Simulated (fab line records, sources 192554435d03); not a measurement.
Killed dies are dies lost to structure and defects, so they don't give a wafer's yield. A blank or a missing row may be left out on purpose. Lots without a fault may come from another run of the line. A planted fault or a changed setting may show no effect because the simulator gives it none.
Chamber matching | flow n5_finfet | N5_BEOL_M4_ILD_DEP_00 on pecvd-01: 3 sister chambers
The step deposits SiOC from DEMS/O2, target thk 79 nm, time 15.3 s. 3 wafers are shown with their chamber, then 8 later ones without.

WAFERS WITH THEIR CHAMBER
wafer  | chamber | throttle_valve_pct (%)
L089.2 | 2       | 11.7
L089.5 | 1       | 11.7
L092.1 | 0       | 14.4

WAFERS WITHOUT THEIR CHAMBER
wafer  | throttle_valve_pct (%)
L092.4 | 14.6
L092.6 | 11.8
L091.1 | 11.7
L091.2 | 11.6
L091.3 | 12.0
L094.1 | 14.5
L094.5 | 14.4
L094.6 | 11.8

WHICH CHAMBER EACH WENT THROUGH
wafer  | from the rows above     | in truth
L092.4 | 0                       | 0
L092.6 | can't be placed: 1 or 2 | 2
L091.1 | can't be placed: 1 or 2 | 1
L091.2 | can't be placed: 1 or 2 | 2
L091.3 | can't be placed: 1 or 2 | 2
L094.1 | 0                       | 0
L094.5 | 0                       | 0
L094.6 | can't be placed: 1 or 2 | 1
Placed correctly: 3 of 8. Can't be placed from these rows: 5 (the true chamber is among the candidates in 5). Placed wrongly: 0.
How it was worked out, from the rows above alone: a wafer's distance from a chamber is the root of the sum, over the readings, of the square of ((its reading less the chamber's mean) divided by the reading's scatter). The wafer belongs to the nearest chamber; if the next one is less than 2 further off, it can't be placed. A chamber's mean is the mean of its shown wafers. The scatter: with one shown wafer a chamber, the root of the mean of the squares of how far each hidden wafer lies from its nearest shown one.
